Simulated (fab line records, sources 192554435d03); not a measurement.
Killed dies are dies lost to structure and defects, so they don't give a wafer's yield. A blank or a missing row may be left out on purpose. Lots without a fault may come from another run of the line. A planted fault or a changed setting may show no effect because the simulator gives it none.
Chamber matching | flow n5_finfet | N5_MOL_CONTACT_COAG_ALD_20 on ald_metal-01: 4 sister chambers
The step deposits TiN, target thk 1.5 nm, pulse time 1 s, purge time 3 s. 4 wafers are shown with their chamber, then 12 later ones without.

WAFERS WITH THEIR CHAMBER
wafer  | chamber | heater_power_w (W)
L086.1 | 0       | 1061
L086.5 | 2       | 864
L089.1 | 1       | 950
L089.6 | 3       | 826

WAFERS WITHOUT THEIR CHAMBER
wafer  | heater_power_w (W)
L090.1 | 1090
L090.2 | 830
L090.3 | 827
L093.3 | 807
L093.4 | 1060
L093.5 | 857
L095.1 | 857
L095.2 | 806
L095.5 | 1054
L096.1 | 840
L096.2 | 866
L096.6 | 971

WHICH CHAMBER EACH WENT THROUGH
wafer  | from the rows above     | in truth
L090.1 | 0                       | 0
L090.2 | 3                       | 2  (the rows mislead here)
L090.3 | 3                       | 3
L093.3 | 3                       | 3
L093.4 | 0                       | 0
L093.5 | can't be placed: 2 or 3 | 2
L095.1 | can't be placed: 2 or 3 | 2
L095.2 | 3                       | 3
L095.5 | 0                       | 0
L096.1 | can't be placed: 3 or 2 | 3
L096.2 | 2                       | 2
L096.6 | 1                       | 1
Placed correctly: 8 of 12. Can't be placed from these rows: 3 (the true chamber is among the candidates in 3). Placed wrongly: 1.
How it was worked out, from the rows above alone: a wafer's distance from a chamber is the root of the sum, over the readings, of the square of ((its reading less the chamber's mean) divided by the reading's scatter). The wafer belongs to the nearest chamber; if the next one is less than 2 further off, it can't be placed. A chamber's mean is the mean of its shown wafers. The scatter: with one shown wafer a chamber, the root of the mean of the squares of how far each hidden wafer lies from its nearest shown one.
